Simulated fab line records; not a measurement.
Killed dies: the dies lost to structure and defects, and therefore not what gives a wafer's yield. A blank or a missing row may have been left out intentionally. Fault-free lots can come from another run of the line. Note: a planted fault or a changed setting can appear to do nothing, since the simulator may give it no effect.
Matching of chambers || flow nand-harc || 4 sister chambers for NHARC_P_ZERO_WELL_ETCH_63 on rie-si-03
The step etches the open film in HBr/Cl2, target depth 120 nm, time 40.1 s. 4 wafers are shown with their chamber, then 7 later ones without.

== WAFERS PAIRED WITH THEIR CHAMBERS ==
{"wafer": "L075.1", "chamber": 0, "oes-product-au (a.u.)": 0.998}
{"wafer": "L087.3", "chamber": 3, "oes-product-au (a.u.)": 1.012}
{"wafer": "L092.1", "chamber": 1, "oes-product-au (a.u.)": 1.003}
{"wafer": "L092.3", "chamber": 2, "oes-product-au (a.u.)": 1.025}

== WAFERS WITH NO CHAMBER GIVEN ==
{"wafer": "L092.4", "oes-product-au (a.u.)": 1.004}
{"wafer": "L093.1", "oes-product-au (a.u.)": 1.003}
{"wafer": "L093.3", "oes-product-au (a.u.)": 1.025}
{"wafer": "L093.4", "oes-product-au (a.u.)": 1.012}
{"wafer": "L094.1", "oes-product-au (a.u.)": 1.018}
{"wafer": "L094.3", "oes-product-au (a.u.)": 1.034}
{"wafer": "L094.6", "oes-product-au (a.u.)": 1.036}

== WHICH CHAMBER EACH ONE RAN IN ==
{"wafer": "L092.4", "from the rows above": "can't be placed: 1 or 0 or 3", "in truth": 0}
{"wafer": "L093.1", "from the rows above": "can't be placed: 1 or 0 or 3", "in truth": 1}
{"wafer": "L093.3", "from the rows above": 2, "in truth": 2}
{"wafer": "L093.4", "from the rows above": "can't be placed: 3 or 1", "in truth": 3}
{"wafer": "L094.1", "from the rows above": "can't be placed: 3 or 2 or 1", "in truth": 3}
{"wafer": "L094.3", "from the rows above": 2, "in truth": 2}
{"wafer": "L094.6", "from the rows above": 2, "in truth": 2}
Placed correctly: 3 of 7. Can't be placed from these rows: 4 (the true chamber is among the candidates in 4). Placed wrongly: 0.
How it was worked out, from the rows above alone: a wafer's distance from a chamber is the root of the sum, over the readings, of the square of ((its reading less the chamber's mean) divided by the reading's scatter). The wafer belongs to the nearest chamber; if the next one is less than 2 further off, it can't be placed. For every chamber, the mean is computed from those of its wafers that are shown. The scatter (one wafer shown for each chamber): square how far every hidden wafer sits from the nearest shown wafer, average those squares and take the square root.
